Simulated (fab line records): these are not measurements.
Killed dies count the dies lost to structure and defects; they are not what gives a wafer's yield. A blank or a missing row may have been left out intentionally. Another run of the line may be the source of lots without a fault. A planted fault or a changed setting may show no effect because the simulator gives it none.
Split-lot experiment :: flow n5 finfet :: route with 1938 steps; 7 lots, 21 wafers read

== ABOUT THE SPLIT ==
At N5_BEOL_M13_DEP_53 (deposits SiCN from 3MS/NH3, target thk 50 nm, time 17.8 s), the setting time s was moved away from the recipe's 17.8 s on 6 of the 21 wafers read, by -9.8% to +12.4%. This setting was run at the recipe's value on the other wafers.

The reading is taken at the split's own step.

== THE READING ==
SiCN_of_BEOL_M13_DEP_53.thk nm (the simulator's own value, which no gauge read), in nm, at N5_BEOL_M13_DEP_53 (deposits SiCN from 3MS/NH3, target thk 50 nm, time 17.8 s). No usual value for it is given in the file. Here, 15 wafers ran the recipe; their average is 49.9 nm with a standard deviation of 0.66 nm.

wafer: L077.1
tool, chamber at the split: pecvd-02, 0
time s as run, s: 17.8
against the recipe: recipe
SiCN_of_BEOL_M13_DEP_53.thk nm, nm: 49.2
against lot-mates on the recipe: -

wafer: L077.3
tool, chamber at the split: pecvd-02, 1
time s as run, s: 17.8
against the recipe: recipe
SiCN_of_BEOL_M13_DEP_53.thk nm, nm: 50.2
against lot-mates on the recipe: -

wafer: L077.5
tool, chamber at the split: pecvd-02, 0
time s as run, s: 17.8
against the recipe: recipe
SiCN_of_BEOL_M13_DEP_53.thk nm, nm: 50.4
against lot-mates on the recipe: -

wafer: L079.1
tool, chamber at the split: pecvd-03, 1
time s as run, s: 17.8
against the recipe: recipe
SiCN_of_BEOL_M13_DEP_53.thk nm, nm: 49.4
against lot-mates on the recipe: -

wafer: L079.2
tool, chamber at the split: pecvd-03, 2,0
time s as run, s: 17.8
against the recipe: recipe
SiCN_of_BEOL_M13_DEP_53.thk nm, nm: 50.2
against lot-mates on the recipe: -

wafer: L079.4
tool, chamber at the split: pecvd-03, 2,0
time s as run, s: 17.8
against the recipe: recipe
SiCN_of_BEOL_M13_DEP_53.thk nm, nm: 50.2
against lot-mates on the recipe: -

wafer: L083.4
tool, chamber at the split: pecvd-01, 0
time s as run, s: 20
against the recipe: +12.4%
SiCN_of_BEOL_M13_DEP_53.thk nm, nm: 56.8
against lot-mates on the recipe: +5.6

wafer: L083.5
tool, chamber at the split: pecvd-01, 2
time s as run, s: 20
against the recipe: +12.4%
SiCN_of_BEOL_M13_DEP_53.thk nm, nm: 56.6
against lot-mates on the recipe: +5.4

wafer: L083.6
tool, chamber at the split: pecvd-01, 1
time s as run, s: 17.8
against the recipe: recipe
SiCN_of_BEOL_M13_DEP_53.thk nm, nm: 51.2
against lot-mates on the recipe: -

wafer: L084.2
tool, chamber at the split: pecvd-01, 2
time s as run, s: 16.05
against the recipe: -9.8%
SiCN_of_BEOL_M13_DEP_53.thk nm, nm: 45.2
against lot-mates on the recipe: -5.2

wafer: L084.3
tool, chamber at the split: pecvd-01, 0,1
time s as run, s: 17.8
against the recipe: recipe
SiCN_of_BEOL_M13_DEP_53.thk nm, nm: 50.4
against lot-mates on the recipe: -

wafer: L084.5
tool, chamber at the split: pecvd-01, 0,1
time s as run, s: 17.8
against the recipe: recipe
SiCN_of_BEOL_M13_DEP_53.thk nm, nm: 50.4
against lot-mates on the recipe: -

wafer: L086.2
tool, chamber at the split: pecvd-02, 1
time s as run, s: 19.43
against the recipe: +9.2%
SiCN_of_BEOL_M13_DEP_53.thk nm, nm: 54.6
against lot-mates on the recipe: no lot-mate on the recipe

wafer: L086.4
tool, chamber at the split: pecvd-02, 0
time s as run, s: 19.43
against the recipe: +9.2%
SiCN_of_BEOL_M13_DEP_53.thk nm, nm: 53.8
against lot-mates on the recipe: no lot-mate on the recipe

wafer: L086.5
tool, chamber at the split: pecvd-02, 1
time s as run, s: 19.43
against the recipe: +9.2%
SiCN_of_BEOL_M13_DEP_53.thk nm, nm: 55.2
against lot-mates on the recipe: no lot-mate on the recipe

wafer: L087.1
tool, chamber at the split: pecvd-02, 1
time s as run, s: 17.8
against the recipe: recipe
SiCN_of_BEOL_M13_DEP_53.thk nm, nm: 50.6
against lot-mates on the recipe: -

wafer: L087.3
tool, chamber at the split: pecvd-02, 0
time s as run, s: 17.8
against the recipe: recipe
SiCN_of_BEOL_M13_DEP_53.thk nm, nm: 48.8
against lot-mates on the recipe: -

wafer: L087.6
tool, chamber at the split: pecvd-02, 0
time s as run, s: 17.8
against the recipe: recipe
SiCN_of_BEOL_M13_DEP_53.thk nm, nm: 49.4
against lot-mates on the recipe: -

wafer: L094.1
tool, chamber at the split: pecvd-03, 1
time s as run, s: 17.8
against the recipe: recipe
SiCN_of_BEOL_M13_DEP_53.thk nm, nm: 49
against lot-mates on the recipe: -

wafer: L094.2
tool, chamber at the split: pecvd-03, 0
time s as run, s: 17.8
against the recipe: recipe
SiCN_of_BEOL_M13_DEP_53.thk nm, nm: 49.4
against lot-mates on the recipe: -

wafer: L094.6
tool, chamber at the split: pecvd-03, 2
time s as run, s: 17.8
against the recipe: recipe
SiCN_of_BEOL_M13_DEP_53.thk nm, nm: 50.2
against lot-mates on the recipe: -
Where a row lists several chambers, the file gives one row for several wafers and doesn't say which wafer went through which chamber.

THE FIT
A straight line over all 21 wafers: SiCN_of_BEOL_M13_DEP_53.thk nm changes by +0.518 nm for each +1% of time s; r = +0.97; the points scatter about the line by 0.65 nm.
The same after taking each lot's own level away (the mean of its wafers on the recipe; 18 wafers): +0.468 nm for each +1%; r = +0.98; scatter 0.51 nm.
The reading moves by 5.8 nm for the largest change in time s, on that fit.
Across the lots, their own levels run from 49.53 to 51.20 nm, a range of 2.5 times the standard deviation given above.
Hence the slope depends on the lot-to-lot level, as the two fits are not the same.
Check: +5.79 nm against its lot-mates is what the line predicts for one of the wafers moved furthest among these (+12.4%) when that wafer is left out of the fit. Against them it came out at +5.6 nm.

== ADDITIONAL SPLITS CARRIED BY THESE WAFERS ==
These wafers also went through other splits before the reading. Each is held against what the fit with the lots' levels taken away leaves over:
other split on the same wafers: N5_BEOL_M10_COAT_64 spin rpm
wafers away from the commonest value: 9
r with SiCN_of_BEOL_M13_DEP_53.thk nm (lot level and that fit taken away): +0.17

other split on the same wafers: N5_BEOL_M11_VIA_ETCH_34 time s
wafers away from the commonest value: 11
r with SiCN_of_BEOL_M13_DEP_53.thk nm (lot level and that fit taken away): -0.06

other split on the same wafers: N5_BEOL_M13_COAT_22 spin rpm
wafers away from the commonest value: 2
r with SiCN_of_BEOL_M13_DEP_53.thk nm (lot level and that fit taken away): +0.03

other split on the same wafers: N5_BEOL_M13_EXPOSE_25 dose mj
wafers away from the commonest value: 6
r with SiCN_of_BEOL_M13_DEP_53.thk nm (lot level and that fit taken away): -0.21

other split on the same wafers: N5_BEOL_M13_SPUTTER_43 time s
wafers away from the commonest value: 8
r with SiCN_of_BEOL_M13_DEP_53.thk nm (lot level and that fit taken away): -0.10

== FILE'S OWN FIT ==
SiCN_of_BEOL_M13_DEP_53.thk nm changes by +0.478 nm for each +1% of time s, r = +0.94.
